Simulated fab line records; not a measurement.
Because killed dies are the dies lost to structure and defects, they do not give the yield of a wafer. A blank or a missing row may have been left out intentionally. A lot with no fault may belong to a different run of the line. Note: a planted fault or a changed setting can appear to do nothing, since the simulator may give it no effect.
Matching of chambers ; flow nand-harc ; rie-diel-07 running NHARC_A_STAIRCASE_TRIM_229: 4 sister chambers
The step chemistry O2, time 211.2 s. 16 wafers are shown with their chamber, then 8 later ones without.

## WAFERS, EACH WITH ITS CHAMBER
wafer;chamber;drypump-motor-current-A (A);showerhead-plenum-p-Torr (Torr);oes-product-au (a.u.)
L076.1;1;5.4;3.63;1.004
L076.2;2;6.2;3.30;0.996
L076.3;0;6.5;3.31;1.002
L075.1;2;6.2;3.30;0.988
L075.5;1;5.4;3.63;0.999
L075.6;2;6.2;3.30;0.989
L078.1;1;5.4;3.62;0.987
L078.2;3;5.8;3.37;0.997
L078.6;2;6.2;3.29;0.995
L080.1;0;6.4;3.30;1.004
L080.2;2;6.2;3.29;0.994
L080.4;3;5.9;3.37;0.996
L088.4;1;5.4;3.60;1.001
L088.5;0;6.5;3.29;1.004
L088.6;1;5.4;3.60;1.003
L090.2;2;6.2;3.80;1.003

SIGNATURES (averages over the wafers above)
reading;chamber 0;chamber 1;chamber 2;chamber 3;scatter within a chamber
drypump-motor-current-A;6.467;5.400;6.200;5.850;0.0312
showerhead-plenum-p-Torr;3.3000;3.6160;3.3800;3.3700;0.133
oes-product-au;1.00333;0.99880;0.99417;0.99650;0.00531
Rule: a wafer's distance from a chamber is the root of the sum, over the readings, of the square of ((its reading less the chamber's mean) divided by the reading's scatter). The wafer belongs to the nearest chamber; if the next one is less than 2 further off, it can't be placed. The scatter: take each reading less its chamber's mean, square it, sum over the shown wafers, divide by the number of wafers less the number of chambers, and take the root.

## WAFERS WITHOUT THEIR CHAMBER
wafer;drypump-motor-current-A (A);showerhead-plenum-p-Torr (Torr);oes-product-au (a.u.)
L090.3;6.5;3.29;1.007
L090.6;5.9;3.35;1.005
L092.2;5.4;3.60;1.011
L092.3;6.4;3.28;1.001
L092.4;6.2;3.79;0.995
L093.2;6.5;3.28;0.998
L093.4;5.9;3.34;0.999
L093.6;6.4;3.28;0.999

## WHICH CHAMBER EACH ONE RAN IN
wafer;from the rows above;in truth
L090.3;0;0
L090.6;3;3
L092.2;1;1
L092.3;0;0
L092.4;2;2
L093.2;0;0
L093.4;3;3
L093.6;0;0
8 of 8 placed correctly. Can't be placed from these rows: 0. 0 placed wrongly.
